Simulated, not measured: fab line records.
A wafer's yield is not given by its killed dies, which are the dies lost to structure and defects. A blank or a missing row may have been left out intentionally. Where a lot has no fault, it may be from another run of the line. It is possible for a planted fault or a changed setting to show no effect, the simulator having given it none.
fab line records ; flow n5-finfet ; part 1 of 2: steps 1 to 19 of 25
[record] lots = 5; wafers = 15; last-day = 19
route steps=1938 shown BEOL_M11@1553
lots with no fault: from the same line, run without faults
start-h: start of the lot's first displayed wafer, in hours after the record's first day ; wait-h: hours since the lot's step before ; " same as the row above ; L1.1+2: one row covering several wafers at once ; - no value present, or no start provided ; * or withheld: withheld ; < > ~ a bound
route shown NAME@n: NAME is a module with steps in the file, n the number in the route of the first one ; usual: mean/standard deviation of fault-free wafers ; same: alike in all rows ; chamber/n: place in a boat ; sites: per-site readings ; _std_site: the standard deviation of these ; _edge_site: outer sites' mean less inner sites' ; radius-mm: how far each site lies from the wafer's centre ; mask NAME#n: copy n ; behind: the tool/chamber that last shaped the wafer ; hold: reason for holding the lot/hours on hold/outcome of the hold ; device: the transistor (n, p or np) that didn't switch ; end of line: the tests these same wafers got at the end of their route ; a step without rows: its recipe alone ; killed: dies that structure and defects cost at the first sort, which is not the same as the wafer's yield ; map: the dies of a wafer, with x for killed, . for not killed, _ for no die there
set.NAME: setting as actually run; set.NAME@STEP: the setting as run at that earlier step ; model.NAME: the simulator's own value behind a step, which no gauge read
lots at some steps of the route; a table a step, a row a wafer
services: when a tool's chamber went out of use (start-h, in hours from the record's first day, below 0 if earlier), for how many hours, and the reason
[[steps]]
[step N5_BEOL_M11_ETCH_61]
[recipe] chemistry = CF4; target = SiARC; target-depth-a = 390; mask-material = CAR-ArF; time-s = 65; ion-energy-ev = 80; pressure-mtorr = 40; source-w = 545; bias-w = 36; Ar_flow_sccm = 100; cf4-flow-sccm = 100; ends = cleared
[usual] drypump-motor-current-A = 5.5/0.4; etch-rf-on-time-s = 64.8/1.7; oes-product-au = 0.67/0.073; rf-vpp-V = 184.0/1.1; showerhead-plenum-p-Torr = 2.13/0.055; throttle-valve-pct = 15.60/0.25
lot.wafer;tool;chamber;start-h;wait-h;drypump-motor-current-A;etch-rf-on-time-s;oes-product-au;rf-hours-counter-h;rf-vpp-V;showerhead-plenum-p-Torr;throttle-valve-pct
L076.2;rie-diel-06;0;259.56;0.0;5.1;64.9;0.66;130;182.8;2.07;15.85
L076.4;rie-diel-06;2;259.56;0.0;5.6;64.3;0.63;196;186.5;2.22;15.70
L076.5;rie-diel-06;0;259.56;0.0;5.2;65.5;0.66;-;183.7;2.07;15.85
L079.2;rie-diel-02;0;285.70;0.0;5.1;67.1;0.58;213;186.0;2.22;16.05
L079.3;rie-diel-02;1;285.70;0.0;5.7;66.3;0.68;78;184.2;2.08;15.71
L079.5;rie-diel-02;0;285.70;0.0;5.1;66.3;0.59;-;185.1;2.22;16.05
L083.2;rie-diel-05;0;318.68;0.0;5.3;64.2;0.69;117;184.9;2.08;15.37
L083.3;rie-diel-05;2;318.68;0.0;6.2;63.8;0.70;93;183.9;2.15;15.26
L083.6;rie-diel-05;0;318.68;0.0;5.3;64.4;0.69;-;182.1;2.08;15.37
L096.2;rie-diel-05;0;403.21;0.0;5.2;63.2;0.67;147;182.8;2.07;15.43
L096.3;rie-diel-05;3;403.21;0.0;5.1;64.7;0.75;47;183.2;2.11;15.64
L096.4;rie-diel-05;1;403.21;0.0;5.6;62.1;0.81;17;182.8;2.18;15.30
L097.2;rie-diel-05;3;423.03;0.0;5.1;64.7;0.74;53;184.1;2.11;15.66
L097.4;rie-diel-05;1;423.03;0.0;5.6;62.3;0.79;23;183.9;2.18;15.29
L097.6;rie-diel-05;0;423.03;0.0;5.2;65.0;0.65;-;182.3;2.07;15.44
[step N5_BEOL_M11_ETCH_62]
[recipe] chemistry = N2/H2; target = SOC; target-depth-a = 1100; overetch-a = 220; mask-material = SiARC; temp-c = 40; time-s = 165; ion-energy-ev = 200; pressure-mtorr = 30; source-w = 840; bias-w = 150; n2-flow-sccm = 200; h2-flow-sccm = 200
[usual] drypump-motor-current-A = 5.6/0.41; h2-flow-sccm = 200.0/0.56; oes-product-au = 0.67/0.067; rf-vpp-V = 523.5/1.9; showerhead-plenum-p-Torr = 2.53/0.072; throttle-valve-pct = 17.79/0.26
lot.wafer;tool;chamber;start-h;wait-h;drypump-motor-current-A;h2-flow-sccm;oes-product-au;rf-hours-counter-h;rf-vpp-V;showerhead-plenum-p-Torr;throttle-valve-pct
L076.2;rie-diel-06;0;259.61;0.0;5.2;200.4;0.65;130;520.2;2.45;18.11
L076.4;rie-diel-06;2;259.61;0.0;5.6;200.1;0.62;196;526.2;2.63;17.97
L076.5;rie-diel-06;0;259.61;0.0;5.2;200.5;0.66;-;520.9;2.45;18.09
L079.2;rie-diel-02;0;285.75;0.0;5.1;199.7;0.59;213;526.1;2.60;18.14
L079.3;rie-diel-02;1;285.75;0.0;5.6;201.5;0.69;78;522.5;2.48;17.92
L079.5;rie-diel-02;0;285.75;0.0;5.1;199.5;0.59;-;525.9;2.60;18.18
L083.2;rie-diel-05;0;318.73;0.0;5.2;199.9;0.68;117;521.5;2.43;17.33
L083.3;rie-diel-05;2;318.73;0.0;6.2;199.6;0.68;93;525.8;2.59;17.63
L083.6;rie-diel-05;0;318.73;0.0;5.2;199.3;0.68;-;520.6;2.43;17.31
L096.2;rie-diel-05;0;403.26;0.0;5.2;200.5;0.65;147;520.2;2.42;17.35
L096.3;rie-diel-05;3;403.26;0.0;5.1;199.5;0.73;47;523.0;2.47;17.82
L096.4;rie-diel-05;1;403.26;0.0;5.6;199.7;0.78;17;524.5;2.60;17.53
L097.2;rie-diel-05;3;423.08;0.0;5.1;200.1;0.73;53;520.1;2.46;17.81
L097.4;rie-diel-05;1;423.08;0.0;5.6;200.6;0.76;23;525.0;2.60;17.55
L097.6;rie-diel-05;0;423.08;0.0;5.3;200.6;0.64;-;520.2;2.42;17.38
[step N5_BEOL_M11_STRIP_68]
[recipe] chemistry = N2/H2; temp-c = 40; n2-flow-sccm = 200; h2-flow-sccm = 200; rf-frequency-hz = 6e+07
lot.wafer;tool;chamber;start-h;wait-h
L076.2+4+5;rie-diel-06;0,2,0;259.75;0.1
L079.2+3+5;rie-diel-02;0,1,0;285.89;0.1
L083.2+3+6;rie-diel-05;0,2,0;318.86;0.1
L096.2+3+4;rie-diel-05;0,3,1;403.40;0.1
L097.2+4+6;rie-diel-05;3,1,0;423.22;0.1
[step N5_BEOL_M11_STRIP_67]
[recipe] chemistry = CF4; resist = SiARC; power-w = 300; bias-power-w = 75; pressure-mtorr = 50; cf4-flow-sccm = 150; rf-frequency-hz = 6e+07
[usual] drypump-motor-current-A = 5.5/0.41; oes-product-au = 0.79/0.08; rf-vpp-V = 270.9/1.3; showerhead-plenum-p-Torr = 1.79/0.046; throttle-valve-pct = 13.56/0.26
lot.wafer;tool;chamber;start-h;wait-h;drypump-motor-current-A;oes-product-au;rf-hours-counter-h;rf-vpp-V;showerhead-plenum-p-Torr;throttle-valve-pct
L076.2;rie-diel-06;0;259.76;0.0;5.2;0.78;130;270.8;1.73;13.78
L076.4;rie-diel-06;2;259.76;0.0;5.6;0.73;196;272.6;1.85;13.64
L076.5;rie-diel-06;0;259.76;0.0;5.2;0.78;-;268.8;1.73;13.78
L079.2;rie-diel-02;0;285.90;0.0;5.1;0.69;213;271.7;1.85;13.99
L079.3;rie-diel-02;1;285.90;0.0;5.6;0.80;78;270.2;1.76;13.72
L079.5;rie-diel-02;0;285.90;0.0;5.1;0.69;-;271.6;1.85;14.00
L083.2;rie-diel-05;0;318.87;0.0;5.2;0.79;117;270.5;1.73;13.33
L083.3;rie-diel-05;2;318.87;0.0;6.2;0.81;93;272.1;1.79;13.22
L083.6;rie-diel-05;0;318.87;0.0;5.2;0.80;-;269.7;1.73;13.31
L096.2;rie-diel-05;0;403.41;0.0;5.3;0.77;147;271.1;1.72;13.39
L096.3;rie-diel-05;3;403.41;0.0;5.1;0.86;47;270.4;1.77;13.56
L096.4;rie-diel-05;1;403.41;0.0;5.6;0.93;17;272.4;1.83;13.24
L097.2;rie-diel-05;3;423.23;0.0;5.1;0.86;53;270.2;1.77;13.58
L097.4;rie-diel-05;1;423.23;0.0;5.6;0.90;23;271.8;1.83;13.25
L097.6;rie-diel-05;0;423.23;0.0;5.2;0.76;-;268.9;1.72;13.41
[step N5_BEOL_M11_HM_OPEN_17]
[recipe] chemistry = Cl2/BCl3; target-depth-a = 200; overetch-a = 60; target = TiN; mask-material = SOC; ion-energy-ev = 150; pressure-mtorr = 10; icp-w = 1000; bias-w = 126; Cl2_flow_sccm = 53.25; bcl3-flow-sccm = 21.75; Ar_flow_sccm = 25
[usual] drypump-motor-current-A = 5.5/0.58; oes-product-au = 0.66/0.093; throttle-valve-pct = 22.13/0.23
lot.wafer;tool;chamber;start-h;wait-h;drypump-motor-current-A;oes-product-au;rf-hours-counter-h;throttle-valve-pct
L076.2;rie-metal-03;0;259.83;0.1;6.1;0.58;-;22.41
L076.4;rie-metal-03;0;259.83;0.1;6.1;0.58;-;22.44
L076.5;rie-metal-03;0;259.83;0.1;6.2;0.58;-;22.43
L079.2;rie-metal-03;0;285.94;0.0;6.1;0.59;87;22.41
L079.3;rie-metal-03;1;285.94;0.0;4.9;0.80;-;21.98
L079.5;rie-metal-03;1;285.94;0.0;4.9;0.81;-;21.98
L083.2;rie-metal-02;1;318.91;0.0;5.5;0.61;63;21.88
L083.3;rie-metal-02;1;318.91;0.0;5.5;0.61;-;21.91
L083.6;rie-metal-02;1;318.91;0.0;5.5;0.61;-;21.90
L096.2;rie-metal-01;0;403.45;0.0;4.8;0.77;10;21.86
L096.3;rie-metal-01;1;403.45;0.0;5.8;0.65;-;22.08
L096.4;rie-metal-01;0;403.45;0.0;4.8;0.75;-;21.88
L097.2;rie-metal-03;1;423.27;0.0;4.9;0.72;15;22.02
L097.4;rie-metal-03;0;423.27;0.0;6.2;0.57;-;22.44
L097.6;rie-metal-03;1;423.27;0.0;4.9;0.72;-;22.01
[step N5_BEOL_M11_STRIP_19]
[recipe] chemistry = O2; power-w = 400; temp-c = 40; pressure-mtorr = 30; rf-frequency-hz = 6e+07; bias-power-w = 0; overash-fraction = 0.2; o2-flow-sccm = 225
[usual] drypump-motor-current-A = 5.6/0.39; oes-product-au = 0.77/0.084; rf-vpp-V = 3.7/0.61; showerhead-plenum-p-Torr = 2.09/0.061; throttle-valve-pct = 16.69/0.23
lot.wafer;tool;chamber;start-h;wait-h;drypump-motor-current-A;oes-product-au;rf-hours-counter-h;rf-vpp-V;showerhead-plenum-p-Torr;throttle-valve-pct
L076.2;rie-diel-06;3;260.00;0.1;5.6;0.70;203;4.1;2.18;16.93
L076.4;rie-diel-06;2;260.00;0.1;5.6;0.72;196;2.6;2.16;16.70
L076.5;rie-diel-06;1;260.00;0.1;6.5;0.66;-;4.0;2.07;16.84
L079.2;rie-diel-05;2;286.07;0.1;6.2;0.81;85;2.7;2.13;16.43
L079.3;rie-diel-05;0;286.07;0.1;5.2;0.82;109;4.3;2.03;16.38
L079.5;rie-diel-05;0;286.07;0.1;5.3;0.81;-;2.6;2.03;16.41
L083.2;rie-diel-06;2;319.02;0.1;5.6;0.71;217;3.7;2.15;16.72
L083.3;rie-diel-06;3;319.02;0.1;5.6;0.69;224;3.2;2.17;16.96
L083.6;rie-diel-06;3;319.02;0.1;5.7;0.69;-;4.2;2.17;16.96
L096.2;rie-diel-06;3;403.71;0.2;5.6;0.67;249;4.2;2.16;16.99
L096.3;rie-diel-06;2;403.71;0.2;5.6;0.69;242;4.3;2.15;16.76
L096.4;rie-diel-06;1;403.71;0.2;6.5;0.89;25;4.2;2.06;16.45
L097.2;rie-diel-02;2;423.39;0.1;6.0;0.70;233;3.8;2.08;16.85
L097.4;rie-diel-02;2;423.39;0.1;6.0;0.70;-;3.1;2.08;16.86
L097.6;rie-diel-02;1;423.39;0.1;5.6;0.76;-;4.8;2.01;16.78
[step N5_BEOL_M11_CD_MEAS_18]
[recipe] pitch-nm = 140; target-cd-nm = 70
[usual] cd-nm = 70.0/0.64
lot.wafer;tool;chamber;start-h;wait-h;cd-nm
L076.2;cd-sem-01;-;260.07;0.1;69.1
L076.4;cd-sem-01;-;260.07;0.1;67.9
L076.5;cd-sem-01;-;260.07;0.1;68.9
L079.2;cd-sem-01;-;286.14;0.1;70.3
L079.3;cd-sem-01;-;286.14;0.1;69.2
L079.5;cd-sem-01;-;286.14;0.1;70.5
L083.2;cd-sem-01;-;319.10;0.1;69.8
L083.3;cd-sem-01;-;319.10;0.1;69.8
L083.6;cd-sem-01;-;319.10;0.1;70.4
L096.2;cd-sem-01;-;403.79;0.1;70.6
L096.3;cd-sem-01;-;403.79;0.1;70.1
L096.4;cd-sem-01;-;403.79;0.1;69.8
L097.2;cd-sem-02;-;423.46;0.1;70.7
L097.4;cd-sem-02;-;423.46;0.1;69.5
L097.6;cd-sem-02;-;423.46;0.1;69.9
[step N5_BEOL_M11_COAT_63]
[recipe] resist = SOC; temp-c = 250; time-s = 60; spin-rpm = 1500; resist-thk-nm = 100
[usual] exhaust-pa = 45.1/0.78; spin-speed-rpm = 1500.0/0.88
lot.wafer;tool;chamber;start-h;wait-h;exhaust-pa;spin-speed-rpm
L076.2;litho-track-01;0;260.15;0.1;45.8;1499.5
L076.4;litho-track-01;0;260.15;0.1;43.9;1500.1
L076.5;litho-track-01;0;260.15;0.1;44.3;1500.5
L079.2;litho-track-01;0;286.19;0.0;45.7;1499.9
L079.3;litho-track-01;0;286.19;0.0;44.7;1499.7
L079.5;litho-track-01;0;286.19;0.0;44.8;1500.4
L083.2;litho-track-02;0;319.63;0.5;45.9;1499.5
L083.3;litho-track-02;0;319.63;0.5;45.6;1500.3
L083.6;litho-track-02;0;319.63;0.5;44.9;1499.7
L096.2;litho-track-04;0;405.05;1.3;44.3;1500.0
L096.3;litho-track-04;0;405.05;1.3;45.2;1500.9
L096.4;litho-track-04;0;405.05;1.3;45.9;1501.4
L097.2;litho-track-02;0;424.89;1.4;44.4;1499.0
L097.4;litho-track-02;0;424.89;1.4;45.8;1499.4
L097.6;litho-track-02;0;424.89;1.4;44.3;1499.7
[step N5_BEOL_M11_COAT_64]
[recipe] resist = SiARC; temp-c = 220; time-s = 60; spin-rpm = 1500; resist-thk-nm = 30
[usual] exhaust-pa = 44.9/0.9; spin-speed-rpm = 1500.0/0.97
lot.wafer;tool;chamber;start-h;wait-h;exhaust-pa;spin-speed-rpm
L076.2;litho-track-01;0;-;-;44.6;1499.8
L076.4;litho-track-01;0;-;-;44.4;1499.5
L076.5;litho-track-01;0;-;-;44.6;1500.1
L079.2;litho-track-01;0;-;-;44.9;1499.9
L079.3;litho-track-01;0;-;-;44.8;1498.3
L079.5;litho-track-01;0;-;-;45.3;1498.8
L083.2;litho-track-02;0;-;-;43.8;1499.7
L083.3;litho-track-02;0;-;-;44.2;1500.0
L083.6;litho-track-02;0;-;-;43.5;1500.7
L096.2;litho-track-04;0;-;-;45.1;1500.9
L096.3;litho-track-04;0;-;-;45.6;1500.6
L096.4;litho-track-04;0;-;-;45.3;1501.3
L097.2;litho-track-02;0;-;-;45.7;1501.4
L097.4;litho-track-02;0;-;-;43.4;1500.5
L097.6;litho-track-02;0;-;-;45.9;1500.8
[step N5_BEOL_M11_COAT_22]
[recipe] resist = CAR-ArF; spin-rpm = 1500; resist-thk-nm = 90
[usual] exhaust-pa = 44.7/0.82; spin-speed-rpm = 1500.1/0.95
lot.wafer;tool;chamber;start-h;wait-h;exhaust-pa;spin-speed-rpm
L076.2;litho-track-01;0;-;-;45.7;1500.6
L076.4;litho-track-01;0;-;-;45.8;1500.9
L076.5;litho-track-01;0;-;-;44.8;1500.9
L079.2;litho-track-01;0;-;-;45.0;1500.8
L079.3;litho-track-01;0;-;-;45.5;1499.3
L079.5;litho-track-01;0;-;-;45.2;1500.3
L083.2;litho-track-02;0;-;-;45.0;1500.4
L083.3;litho-track-02;0;-;-;44.3;1500.4
L083.6;litho-track-02;0;-;-;43.8;1499.8
L096.2;litho-track-04;0;-;-;44.9;1499.7
L096.3;litho-track-04;0;-;-;44.9;1500.2
L096.4;litho-track-04;0;-;-;46.0;1500.3
L097.2;litho-track-02;0;-;-;46.6;1499.9
L097.4;litho-track-02;0;-;-;44.7;1499.9
L097.6;litho-track-02;0;-;-;45.5;1499.5
[step N5_BEOL_M11_EBR_24]
[recipe] solvent = PGMEA; ebr-width-mm = 1.5
[usual] exhaust-pa = 45.1/0.83
[same] ebr-width-mm = 1.5
lot.wafer;tool;chamber;start-h;wait-h;exhaust-pa
L076.2;litho-track-01;0;-;-;45.0
L076.4;litho-track-01;0;-;-;46.0
L076.5;litho-track-01;0;-;-;45.4
L079.2;litho-track-01;0;-;-;46.7
L079.3;litho-track-01;0;-;-;46.1
L079.5;litho-track-01;0;-;-;45.8
L083.2;litho-track-02;0;-;-;45.4
L083.3;litho-track-02;0;-;-;46.3
L083.6;litho-track-02;0;-;-;46.0
L096.2;litho-track-04;0;-;-;44.0
L096.3;litho-track-04;0;-;-;44.8
L096.4;litho-track-04;0;-;-;45.6
L097.2;litho-track-02;0;-;-;45.5
L097.4;litho-track-02;0;-;-;44.7
L097.6;litho-track-02;0;-;-;45.0
[step N5_BEOL_M11_SOFTBAKE_23]
[recipe] temp-c = 110; time-s = 60; resist = CAR-ArF
[usual] exhaust-pa = 45.0/0.9
lot.wafer;tool;chamber;start-h;wait-h;exhaust-pa
L076.2;litho-track-01;0;-;-;43.8
L076.4;litho-track-01;0;-;-;44.3
L076.5;litho-track-01;0;-;-;46.1
L079.2;litho-track-01;0;-;-;44.0
L079.3;litho-track-01;0;-;-;45.8
L079.5;litho-track-01;0;-;-;45.5
L083.2;litho-track-02;0;-;-;45.6
L083.3;litho-track-02;0;-;-;44.4
L083.6;litho-track-02;0;-;-;45.3
L096.2;litho-track-04;0;-;-;44.7
L096.3;litho-track-04;0;-;-;44.2
L096.4;litho-track-04;0;-;-;46.1
L097.2;litho-track-02;0;-;-;45.3
L097.4;litho-track-02;0;-;-;44.6
L097.6;litho-track-02;0;-;-;45.0
[step N5_BEOL_M11_EXPOSE_25]
[recipe] mask-id = V10; na = 1.35; source-shape = annular; sigma-inner = 0.5; sigma-outer = 0.8; polarization = unpolarized; dose-mj = 85.5
lot.wafer;tool;chamber;start-h;wait-h;mask
L076.2+4+5;arfi-scanner-03;0;260.28;-;V10#0
L079.2+3+5;arfi-scanner-03;0;286.31;-;V10#0
L083.2+3+6;arfi-scanner-01;0;319.75;-;V10#0
L096.2+3+4;arfi-scanner-01;0;405.47;-;V10#0
L097.2+4+6;arfi-scanner-02;0;425.14;-;V10#0
[step N5_BEOL_M11_PEB_26]
[recipe] peb-temp-c = withheld; peb-time-s = 60; resist = CAR-ArF
[usual] exhaust-pa = 45.1/0.81
lot.wafer;tool;chamber;start-h;wait-h;exhaust-pa
L076.2;litho-track-02;0;260.34;0.1;45.9
L076.4;litho-track-02;0;260.34;0.1;44.8
L076.5;litho-track-02;0;260.34;0.1;44.8
L079.2;litho-track-01;0;286.37;0.1;46.5
L079.3;litho-track-01;0;286.37;0.1;46.4
L079.5;litho-track-01;0;286.37;0.1;45.1
L083.2;litho-track-04;0;319.81;0.1;45.5
L083.3;litho-track-04;0;319.81;0.1;43.7
L083.6;litho-track-04;0;319.81;0.1;45.7
L096.2;litho-track-01;0;405.53;0.1;45.6
L096.3;litho-track-01;0;405.53;0.1;44.7
L096.4;litho-track-01;0;405.53;0.1;44.8
L097.2;litho-track-01;0;425.19;0.1;45.0
L097.4;litho-track-01;0;425.19;0.1;43.9
L097.6;litho-track-01;0;425.19;0.1;44.6
[step N5_BEOL_M11_DEVELOP_27]
[recipe] develop-time-s = 30; developer = TMAH; resist = CAR-ArF; rinse-liquid = diw; dry = air-spin; dev-temp-c = 23
[usual] exhaust-pa = 45.0/0.85
lot.wafer;tool;chamber;start-h;wait-h;exhaust-pa
L076.2;litho-track-02;0;-;-;45.8
L076.4;litho-track-02;0;-;-;44.8
L076.5;litho-track-02;0;-;-;45.1
L079.2;litho-track-01;0;-;-;45.1
L079.3;litho-track-01;0;-;-;45.2
L079.5;litho-track-01;0;-;-;46.1
L083.2;litho-track-04;0;-;-;44.4
L083.3;litho-track-04;0;-;-;45.2
L083.6;litho-track-04;0;-;-;45.2
L096.2;litho-track-01;0;-;-;44.9
L096.3;litho-track-01;0;-;-;43.5
L096.4;litho-track-01;0;-;-;46.0
L097.2;litho-track-01;0;-;-;46.4
L097.4;litho-track-01;0;-;-;44.9
L097.6;litho-track-01;0;-;-;44.8
[step N5_BEOL_M11_CD_MEAS_28]
[recipe] target-cd-nm = 70; landing-energy-ev = 500; detector = se-inlens; polarity = opening
[usual] cd-nm = 70.0/0.89
lot.wafer;tool;chamber;start-h;wait-h;cd-nm
L076.2;cd-sem-03;0;260.40;-;70.9
L076.4;cd-sem-03;0;260.40;-;70.1
L076.5;cd-sem-03;0;260.40;-;69.8
L079.2;cd-sem-02;0;286.44;-;68.9
L079.3;cd-sem-02;0;286.44;-;70.1
L079.5;cd-sem-02;0;286.44;-;68.9
L083.2;cd-sem-02;0;319.88;-;69.8
L083.3;cd-sem-02;0;319.88;-;69.5
L083.6;cd-sem-02;0;319.88;-;70.8
L096.2;cd-sem-03;0;405.59;-;71.3
L096.3;cd-sem-03;0;405.59;-;69.9
L096.4;cd-sem-03;0;405.59;-;70.5
L097.2;cd-sem-02;0;425.26;-;70.3
L097.4;cd-sem-02;0;425.26;-;69.4
L097.6;cd-sem-02;0;425.26;-;68.5
[step N5_BEOL_M11_OVL_MEAS_29]
[recipe] points-per-wafer = 44
[usual] V10_OVL = 0.2/0.54
lot.wafer;tool;chamber;start-h;wait-h;V10_OVL[nm]
L076.2;overlay-02;0;260.43;0.0;-0.9
L076.4;overlay-02;0;260.43;0.0;-0.5
L076.5;overlay-02;0;260.43;0.0;-0.7
L079.2;overlay-01;0;286.47;0.0;0.0
L079.3;overlay-01;0;286.47;0.0;0.3
L079.5;overlay-01;0;286.47;0.0;-0.4
L083.2;overlay-01;0;319.91;0.0;-0.9
L083.3;overlay-01;0;319.91;0.0;0.1
L083.6;overlay-01;0;319.91;0.0;0.0
L096.2;overlay-02;0;405.62;0.0;0.0
L096.3;overlay-02;0;405.62;0.0;0.1
L096.4;overlay-02;0;405.62;0.0;-0.7
L097.2;overlay-01;0;425.29;0.0;0.0
L097.4;overlay-01;0;425.29;0.0;1.0
L097.6;overlay-01;0;425.29;0.0;0.3
[step N5_BEOL_M11_INSPECT_30]
[recipe] mode = adi; inspect-instrument = brightfield
[usual] raw-defect-count = 410/80
lot.wafer;tool;chamber;start-h;wait-h;raw-defect-count
L076.2;defect-inspect-01;-;260.46;0.0;368
L076.4;defect-inspect-01;-;260.46;0.0;388
L076.5;defect-inspect-01;-;260.46;0.0;440
L079.2;defect-inspect-01;-;286.49;0.0;414
L079.3;defect-inspect-01;-;286.49;0.0;302
L079.5;defect-inspect-01;-;286.49;0.0;371
L083.2;defect-inspect-02;-;319.93;0.0;331
L083.3;defect-inspect-02;-;319.93;0.0;390
L083.6;defect-inspect-02;-;319.93;0.0;553
L096.2;defect-inspect-02;-;405.65;0.0;436
L096.3;defect-inspect-02;-;405.65;0.0;391
L096.4;defect-inspect-02;-;405.65;0.0;309
L097.2;defect-inspect-01;-;425.32;0.0;456
L097.4;defect-inspect-01;-;425.32;0.0;248
L097.6;defect-inspect-01;-;425.32;0.0;517
[step N5_BEOL_M11_DESCUM_33]
[recipe] chemistry = O2; time-s = 7.9; source-power-w = 50; bias-power-w = 20; pressure-mtorr = 20; rf-frequency-hz = 2.712e+07; temp-c = 40; resist = CAR-ArF; o2-flow-sccm = 225
[usual] drypump-motor-current-A = 5.6/0.41; oes-product-au = 0.78/0.086; rf-vpp-V = 243.1/1.3; showerhead-plenum-p-Torr = 2.09/0.061; throttle-valve-pct = 20.43/0.21
lot.wafer;tool;chamber;start-h;wait-h;drypump-motor-current-A;oes-product-au;rf-hours-counter-h;rf-vpp-V;showerhead-plenum-p-Torr;throttle-valve-pct
L076.2;rie-diel-05;3;260.58;0.1;5.1;0.96;6;244.2;2.06;20.41
L076.4;rie-diel-05;0;260.58;0.1;5.2;0.83;-;241.6;2.02;20.09
L076.5;rie-diel-05;1;260.58;0.1;5.6;0.70;-;243.4;2.14;20.32
L079.2;rie-diel-06;0;286.59;0.1;5.1;0.78;140;241.7;2.01;20.66
L079.3;rie-diel-06;3;286.59;0.1;5.7;0.69;212;243.7;2.17;20.67
L079.5;rie-diel-06;0;286.59;0.1;5.2;0.78;-;242.6;2.01;20.65
L083.2;rie-diel-06;0;319.96;0.0;5.2;0.76;151;241.6;2.01;20.67
L083.3;rie-diel-06;2;319.96;0.0;5.6;0.71;218;243.8;2.15;20.46
L083.6;rie-diel-06;3;319.96;0.0;5.7;0.69;-;243.6;2.16;20.69
L096.2;rie-diel-06;1;405.99;0.3;6.5;0.89;25;242.0;2.05;20.23
L096.3;rie-diel-06;3;405.99;0.3;5.6;0.67;250;245.3;2.15;20.73
L096.4;rie-diel-06;0;405.99;0.3;5.2;0.74;176;240.5;2.00;20.71
L097.2;rie-diel-05;3;425.35;0.0;5.1;0.84;53;242.2;2.04;20.47
L097.4;rie-diel-05;2;425.35;0.0;6.2;0.76;129;243.7;2.11;20.26
L097.6;rie-diel-05;1;425.35;0.0;5.6;0.90;-;244.2;2.13;20.15
